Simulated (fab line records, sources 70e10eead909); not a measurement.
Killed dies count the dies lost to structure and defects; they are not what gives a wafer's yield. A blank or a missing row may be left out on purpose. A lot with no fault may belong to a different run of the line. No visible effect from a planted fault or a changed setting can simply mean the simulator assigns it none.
Which tool was responsible? | flow nand-harc | 14 lots, 40 wafers sampled, at 5 steps of a route of 1159

WHAT THE GAUGES READ, wafer by wafer
NHARC_END_SORT_01.
lot  | measured     | on        | killed-at-array | killed-at-other | killed-at-periphery | killed-dies | killed-open | killed-short
L838 | day 25 21:56 | prober-01 | 26 29 24        | 4 3 2           | 3 1 4               | 33 33 30    | 1 2 2       | 1 2 2
L839 | day 26 04:05 | prober-01 | 36 37 41        | 0 1 0           | 1 2 0               | 37 40 41    | 3 6 7       | 2 3 0
L843 | day 26 23:06 | prober-02 | 16 22           | 0 0             | 2 0                 | 18 22       | 2 1         | 3 2
L853 | day 27 19:00 | prober-01 | 44 52 41        | 0 1 0           | 3 6 5               | 47 59 46    | 1 2 2       | 1 0 1
L852 | day 27 22:31 | prober-02 | 32 25 26        | 0 0 0           | 4 2 2               | 36 27 28    | 2 7 3       | 1 2 0

TOOL THAT RAN EACH LOT (tool first, then ch and the chambers of the sampled wafers, then the start)
lot  | NHARC_A_WL_FILL_ALD_00           | NHARC_A_WL_FILL_ALD_10           | NHARC_A_WL_FILL_ETCHBACK_26      | NHARC_A_WL_FILL_CMP_12
L835 | ald-hk-03 ch 0,1,3, day 17 12:19 | ald-hk-04 ch 1,2,3, day 18 05:29 | rie-si-03 ch 0,1, day 18 14:19   | cmp-04 ch 0,3, day 19 04:11
L836 | ald-hk-01 ch 0,2,3, day 17 12:19 | ald-hk-03 ch 0,3, day 18 07:10   | rie-si-06 ch 0,2,3, day 18 20:25 | cmp-03 ch 0,2,3, day 19 09:04
L833 | ald-hk-03 ch 1,2,3, day 17 21:01 | ald-hk-04 ch 1,2,3, day 18 18:04 | rie-si-06 ch 0,3, day 19 03:39   | cmp-04 ch 0,2, day 19 19:07
L838 | ald-hk-04 ch 0,1,2, day 18 03:29 | ald-hk-03 ch 0,1, day 18 20:41   | rie-si-05 ch 1,2,3, day 19 06:50 | cmp-03 ch 0,2,3, day 20 00:41
L840 | ald-hk-04 ch 2,3, day 18 07:44   | ald-hk-01 ch 0,1,2, day 18 21:24 | rie-si-06 ch 0,2, day 19 06:49   | cmp-04 ch 0,1,3, day 20 00:22
L837 | ald-hk-04 ch 2,3, day 18 07:54   | ald-hk-03 ch 1,2, day 19 01:46   | rie-si-03 ch 0,1,2, day 19 11:22 | cmp-03 ch 0,3, day 20 07:55
L839 | ald-hk-04 ch 2,3, day 18 08:16   | ald-hk-01 ch 0,1,2, day 19 01:16 | rie-si-06 ch 1,2, day 19 11:20   | cmp-04 ch 0,2,3, day 20 08:09
L843 | ald-hk-03 ch 0,1, day 18 20:22   | ald-hk-04 ch 2,3, day 19 15:39   | rie-si-06 ch 2,3, day 20 01:38   | cmp-04 ch 0,1, day 21 11:54
L846 | ald-hk-04 ch 0,1, day 19 06:55   | ald-hk-04 ch 0,3, day 20 10:11   | rie-si-06 ch 0,2, day 20 19:56   | cmp-04 ch 1,2, day 22 01:40
L853 | ald-hk-04 ch 0,1, day 19 13:02   | ald-hk-03 ch 0,1,3, day 20 23:47 | rie-si-03 ch 1,3, day 21 09:41   | cmp-03 ch 1,2,3, day 22 15:23
L850 | ald-hk-04 ch 0,1,2, day 19 13:16 | ald-hk-01 ch 1,2,3, day 21 00:19 | rie-si-05 ch 2,3, day 21 09:40   | cmp-01 ch 0,1,3, day 22 11:08
L852 | ald-hk-01 ch 2,3, day 19 18:17   | ald-hk-03 ch 1,2,3, day 21 05:31 | rie-si-05 ch 1,3, day 21 15:14   | cmp-03 ch 0,1,3, day 22 19:32
L848 | ald-hk-03 ch 0,1,3, day 19 23:05 | ald-hk-01 ch 0,2,3, day 21 04:59 | rie-si-06 ch 1,3, day 21 15:14   | cmp-04 ch 0,1, day 22 19:42
L854 | ald-hk-04 ch 0,1, day 20 15:33   | ald-hk-01 ch 0,1,3, day 22 06:23 | rie-si-03 ch 0,1, day 22 16:37   | cmp-01 ch 1,2, day 23 20:36
- NHARC_A_WL_FILL_ALD_00: deposits Al2O3, target thk 3 nm, pulse time 3 s, ald cycles 30.
- NHARC_A_WL_FILL_ALD_10: deposits SiO2, target thk 50 nm, pulse time 10 s, ald cycles 500.
- NHARC_A_WL_FILL_ETCHBACK_26: etches the open film in HBr, target depth 52 nm, time 13.3 s.
- NHARC_A_WL_FILL_CMP_12: polishes, t overpolish 30 s, target thk 75 nm.

AS READ BY THE TOOLS THEMSELVES (means over the sampled wafers that have a number; for cases with no such wafer, the mark the record gives instead)
NHARC_A_WL_FILL_ALD_00.
lot  | tool      | heater-power-w (W) | precursor-pulse-height-rel
L835 | ald-hk-03 | 480                | 1.009
L836 | ald-hk-01 | 455                | 0.993
L833 | ald-hk-03 | 430                | 0.977
L838 | ald-hk-04 | 433                | 0.991
L840 | ald-hk-04 | 471                | 0.997
L837 | ald-hk-04 | 447                | 0.989
L839 | ald-hk-04 | 448                | 1.010
L843 | ald-hk-03 | 458                | 0.995
L846 | ald-hk-04 | 442                | 1.003
L853 | ald-hk-04 | 466                | 0.993
L850 | ald-hk-04 | 432                | 0.976
L852 | ald-hk-01 | 460                | 1.006
L848 | ald-hk-03 | 481                | 1.014
L854 | ald-hk-04 | 418                | 0.987

NHARC_A_WL_FILL_ALD_10.
lot  | tool      | heater-power-w (W) | precursor-pulse-height-rel
L835 | ald-hk-04 | 475                | 0.992
L836 | ald-hk-03 | 511                | 0.999
L833 | ald-hk-04 | 474                | 1.004
L838 | ald-hk-03 | 475                | 0.993
L840 | ald-hk-01 | 468                | 1.006
L837 | ald-hk-03 | 379                | 0.996
L839 | ald-hk-01 | 466                | 1.006
L843 | ald-hk-04 | 468                | 0.982
L846 | ald-hk-04 | 436                | 1.003
L853 | ald-hk-03 | 484                | 1.011
L850 | ald-hk-01 | 458                | 0.998
L852 | ald-hk-03 | 429                | 1.000
L848 | ald-hk-01 | 452                | 0.991
L854 | ald-hk-01 | 462                | 0.982

NHARC_A_WL_FILL_ETCHBACK_26.
lot  | tool      | drypump-motor-current-A (A) | oes-product-au (a.u.) | throttle-valve-pct (%)
L835 | rie-si-03 | 5.4                         | 1.005                 | 23.264
L836 | rie-si-06 | 5.3                         | 0.994                 | 23.266
L833 | rie-si-06 | 5.0                         | 0.991                 | 23.270
L838 | rie-si-05 | 5.6                         | 0.992                 | 23.263
L840 | rie-si-06 | 5.5                         | 0.996                 | 23.266
L837 | rie-si-03 | 5.4                         | 1.007                 | 23.268
L839 | rie-si-06 | 5.8                         | 1.003                 | 23.264
L843 | rie-si-06 | 5.5                         | 0.931                 | 23.267
L846 | rie-si-06 | 5.3                         | 0.937                 | 23.258
L853 | rie-si-03 | 5.6                         | 1.004                 | 23.259
L850 | rie-si-05 | 5.6                         | 1.003                 | 23.273
L852 | rie-si-05 | 5.9                         | 1.001                 | 23.272
L848 | rie-si-06 | 5.5                         | 0.950                 | 23.262
L854 | rie-si-03 | 5.5                         | 1.014                 | 23.279

NHARC_A_WL_FILL_CMP_12.
lot  | tool   | motor-current-A (A) | overpolish-run-s (s) | time-to-endpoint-s (s)
L835 | cmp-04 | 12.1                | 29.996               | 19.0
L836 | cmp-03 | 11.7                | 29.996               | 15.7
L833 | cmp-04 | 12.6                | 30.004               | 17.0
L838 | cmp-03 | 11.9                | 30.005               | 14.6
L840 | cmp-04 | 12.0                | 29.996               | 17.1
L837 | cmp-03 | 11.6                | 30.005               | 14.7
L839 | cmp-04 | 12.4                | 29.999               | 15.4
L843 | cmp-04 | 11.9                | 30.002               | 18.4
L846 | cmp-04 | 12.9                | 30.008               | 17.8
L853 | cmp-03 | 12.0                | 29.995               | 13.0
L850 | cmp-01 | 13.1                | 29.999               | 17.6
L852 | cmp-03 | 11.8                | 29.995               | 14.8
L848 | cmp-04 | 11.7                | 30.003               | 17.0
L854 | cmp-01 | 12.3                | 30.004               | 14.8

THE ANSWER, worked out from the rows above alone
Rule: what is usual is taken from the lots themselves. Put in order of their means at a reading, lots are off if they are a third of the lots or fewer, leave a main group of 4 or more, and stand apart from it by a gap of 3 or more times the standard deviation of the main group's means; of several such gaps the widest counts. A main group whose means are all the same, to the digits that the tables above print for the reading, isn't used. A lot without any number at a reading at which 4 lots or more have one is off too. Any other lot the step has rows for is counted as sound. The gauges are gone through in route order, then the tools' own readings, and for those a lot's mean is taken as printed above. The first step at which some lot is off is used, and at that step the reading that is off furthest; a lot without a number counts as furthest.
Off: L843, L846, L848, at NHARC_A_WL_FILL_ETCHBACK_26 (oes-product-au). Mean 1.001 a.u. and standard deviation 0.0067 in the main group.
A tool fits if, at that step or a process step before it, it ran every lot that is off, and no sound lot after the first of them. One fits: NHARC_A_WL_FILL_ETCHBACK_26 on rie-si-06. A fault onset in the window from L839 (day 19 11:20, its last sound lot) to L843 (day 20 01:38, its first lot off) fits.
The tool's own readings at NHARC_A_WL_FILL_ETCHBACK_26 bear it out: on the lots that are off they differ by more than 5 times the standard deviation of the sound lots' means. oes-product-au reads 0.939 a.u. there against 1.001 a.u. on the sound lots.

WHAT THE SIMULATOR HAD PUT IN
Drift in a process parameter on rie-si-06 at NHARC_A_WL_FILL_ETCHBACK_26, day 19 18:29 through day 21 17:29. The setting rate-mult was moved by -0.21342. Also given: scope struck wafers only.
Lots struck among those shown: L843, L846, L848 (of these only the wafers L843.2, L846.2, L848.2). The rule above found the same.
